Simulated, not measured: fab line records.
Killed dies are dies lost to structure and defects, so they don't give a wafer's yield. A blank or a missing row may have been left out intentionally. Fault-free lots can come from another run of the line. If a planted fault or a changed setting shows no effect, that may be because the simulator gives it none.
Code-filled problem report in 8D (eight disciplines) form || flow n5 finfet || the parts of the form that need people (team, actions taken, sign-off) are left out

== 1. WHAT IS WRONG ==
Mean of oes product au at N5_BEOL_M13_ETCH_38: 1.21 a.u. across 4 wafers in 2 lots; on wafers with no fault it is 0.83 a.u. (standard deviation 0.072). That puts it +5.2 standard deviations away from the usual mean.
The step: etches SiCN in CF4/N2, target depth 67.5 nm, time 71.9 s.
Earliest sighting: wafer L683.2 on rie diel-01 at day 13 15:14. The record has a number at this step for 16 wafers belonging to 6 lots. The rule behind "out" and "out of limits": a value lying over 4 standard deviations away from the usual mean. The other wafers with a number count as sound.

== 2. WHAT IT IS, WHAT IT ISN'T ==
{"question": "which readings at this step", "is": "oes product au", "is not": "drypump motor current A, rf vpp V, showerhead plenum p Torr, throttle valve pct"}
{"question": "which lots", "is": "L683, L686", "is not": "L676, L678, L692, L697"}
{"question": "which wafers of those lots", "is": "all that have a number", "is not": "-"}
{"question": "read on which tools", "is": "rie diel-01", "is not": "rie diel-05"}
{"question": "when", "is": "from day 13 15:14", "is not": "up to then (6 sound wafers); but 6 sound wafers of L692, L697 came after"}

== 3. SUSPECTS, AND WHAT RULES EACH OUT ==
Counting: a tool at any process step up to the reading remains a suspect when it ran all the lots that are out and ran no sound lot after the first of those.
- rie diel-01 at N5_BEOL_M13_ETCH_38 (etches SiCN in CF4/N2, target depth 67.5 nm, time 71.9 s): kept. Every lot that is out went through it, starting with L683 (day 13 15:14), and after that it ran no sound lot; the last sound lot it ran before then is L676 (day 11 08:08). Out on those wafers are its own readings of oes product au.
The count leaves rie diel-01 at N5_BEOL_M13_ETCH_38.

== 4. THE CAUSE (what the simulator had put in) ==
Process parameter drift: rie diel-01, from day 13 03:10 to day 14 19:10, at N5_BEOL_M13_ETCH_38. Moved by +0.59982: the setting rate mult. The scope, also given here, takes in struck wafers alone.
After counting, this tool was the only one left.

== 5. THE CHAIN OF EFFECTS, in route order ==
Each row: a reading whose mean over the struck wafers that have a number lies more than 3 standard deviations from the usual. Scope: only readings with a usual standard deviation given in the record; hours: median across lots of the time from each lot's start at the first step in this table that gives one to its start at this step; sigmas: change in usual standard deviations.
{"hours": 0, "step": "N5_BEOL_M13_ETCH_38", "reading": "oes product au", "usual": "0.83 a.u.", "on struck wafers": 1.21, "change": "+0.38", "sigmas": "+5.2"}
It contains these process steps:
- N5_BEOL_M13_ETCH_38: etches SiCN in CF4/N2, target depth 67.5 nm, time 71.9 s.
At these later measuring or inspecting steps, every struck wafer for which the step has a row has a number for every such reading, and none has moved that far: N5_BEOL_M13_THK_MEAS_50.

== 6. WHAT WOULD HAVE CAUGHT IT SOONER ==
In this record the first reading out of limits was taken at day 13 15:14, 12 hours after the fault began at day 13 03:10.
